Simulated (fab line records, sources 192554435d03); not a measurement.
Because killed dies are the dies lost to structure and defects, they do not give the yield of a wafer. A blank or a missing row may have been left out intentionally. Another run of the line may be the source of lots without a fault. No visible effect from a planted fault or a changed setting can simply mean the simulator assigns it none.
Split-lot trial -- flow n5-finfet -- route with 1938 steps; 7 lots, 21 wafers read

SPLIT DETAILS
At N5_BEOL_M0_SAQP_PECVD_96 (deposits a-Si from SiH4/He, target thk 45 nm, time 45.2 s), the setting time-s was moved away from the recipe's 45.2 s on 4 of the 21 wafers read, by -14.2% to +5.3%. For the rest of the wafers, this setting stayed at what the recipe calls for.

FROM THE SPLIT TO THE READING: what the file shows between them, 4 steps
- N5_BEOL_M0_SAQP_PECVD_97: deposits SiNx from SiH4/NH3/N2, target thk 23 nm, time 19.9 s
- N5_BEOL_M0_SAQP_PECVD_04: deposits a-Si from SiH4/He, target thk 60 nm, time 60.2 s
- N5_BEOL_M0_SAQP_ETCH_101: etches SiNx in CH3F/O2, target depth 29.9 nm, time 42.7 s
- N5_BEOL_M0_SAQP_ETCH_102: etches SiO2 in CF4, target depth 4 nm, time 4.4 s

THE READING
oes-product-au, in a.u., at N5_BEOL_M0_SAQP_MANDREL_ETCH_103 (etches a-Si in HBr/Cl2, stops on SiCN, target depth 45 nm, bt time 10 s, time 27 s). Typical for fault-free wafers on this fab line: 0.681 a.u., with standard deviation 0.011 a.u.

wafer,"tool, chamber at the split","time-s as run, s",against the recipe,"oes-product-au, a.u.",against lot-mates on the recipe
L080.1,"pecvd-02, 1",45.2,recipe,0.683,-
L080.4,"pecvd-02, 0",45.2,recipe,0.680,-
L080.5,"pecvd-02, 1",45.2,recipe,0.675,-
L083.1,"pecvd-01, 0",45.2,recipe,0.687,-
L083.4,"pecvd-01, 0",45.2,recipe,0.696,-
L083.5,"pecvd-01, 2",45.2,recipe,0.709,-
L085.3,"pecvd-02, 1",38.78,-14.2%,0.619,-0.070
L085.5,"pecvd-02, 1",45.2,recipe,0.689,-
L085.6,"pecvd-02, 0",38.78,-14.2%,0.624,-0.065
L087.1,"pecvd-04, 0",45.2,recipe,0.653,-
L087.2,"pecvd-04, 2",45.2,recipe,0.662,-
L087.6,"pecvd-04, 2",45.2,recipe,0.665,-
L088.1,"pecvd-01, 2",45.2,recipe,0.659,-
L088.2,"pecvd-01, 0",45.2,recipe,0.684,-
L088.6,"pecvd-01, 2",45.2,recipe,0.689,-
L095.1,"pecvd-02, 0",45.2,recipe,0.679,-
L095.3,"pecvd-02, 1",47.61,+5.3%,0.691,+0.011
L095.4,"pecvd-02, 2",45.2,recipe,0.680,-
L096.3,"pecvd-02, 2",45.2,recipe,0.682,-
L096.5,"pecvd-02, 0",45.2,recipe,0.707,-
L096.6,"pecvd-02, 2",42.25,-6.5%,0.652,-0.042

THE FIT
A straight line over all 21 wafers: oes-product-au changes by +0.00402 a.u. for each +1% of time-s; r = +0.80; the points scatter about the line by 0.014 a.u.
The same after taking each lot's own level away (the mean of its wafers on the recipe; 21 wafers): +0.00467 a.u. for each +1%; r = +0.93; scatter 0.0088 a.u.
The reading moves by 0.066 a.u. for the largest change in time-s, on that fit.
Across the lots, their own levels run from 0.6600 to 0.6973 a.u., a range of 3.4 times the standard deviation given above.
So the lot-to-lot level changes the slope: the two fits differ.
Check: with one of the wafers moved furthest among these (-14.2%) left out of the fit, the line predicts -0.066 a.u. for it against its lot-mates. It came out at -0.07 a.u. against them.

ADDITIONAL SPLITS CARRIED BY THESE WAFERS
These wafers also went through other splits before the reading. Each is held against what the fit with the lots' levels taken away leaves over:
other split on the same wafers,wafers away from the commonest value,r with oes-product-au (lot level and that fit taken away)
N5_HKMG_FIN_ETCH_54 bias-w,6,+0.08
N5_HKMG_FIN_ETCH_55 time-s,5,+0.09
N5_HKMG_FIN_COAT_29 spin-rpm,12,-0.15
N5_HKMG_FIN_PEB_10 peb-time-s,11,+0.00
N5_MOL_CONTACT_COAG_CONTACT_ETCH_14 source-w,7,+0.23
N5_MOL_CONTACT_COAG_COAT_64 spin-rpm,6,+0.00
N5_BEOL_M0_SAQP_PECVD_00 time-s,6,+0.31

THE WHOLE CHAIN: every reading that the file lists as answering this split, in the file's order
step,what it does,reading,change (the file's fit),r (the file's)
N5_BEOL_M0_SAQP_PECVD_96,"deposits a-Si from SiH4/He, target thk 45 nm, time 45.2 s","a-Si_of_BEOL_M0_SAQP_PECVD_96.thk-nm (the simulator's own value, which no gauge read)",+0.472 nm for each +1% of the setting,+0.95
N5_BEOL_M0_SAQP_MANDREL_ETCH_103,"etches a-Si in HBr/Cl2, stops on SiCN, target depth 45 nm, bt time 10 s, time 27 s",oes-product-au,+0.00474 a.u. for each +1% of the setting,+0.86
N5_BEOL_M0_SAQP_MANDREL_ETCH_103,"etches a-Si in HBr/Cl2, stops on SiCN, target depth 45 nm, bt time 10 s, time 27 s","etch.depth-nm (the simulator's own value, which no gauge read)",+0.466 nm for each +1% of the setting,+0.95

FILE'S OWN FIT
oes-product-au changes by +0.00474 a.u. for each +1% of time-s, r = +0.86.
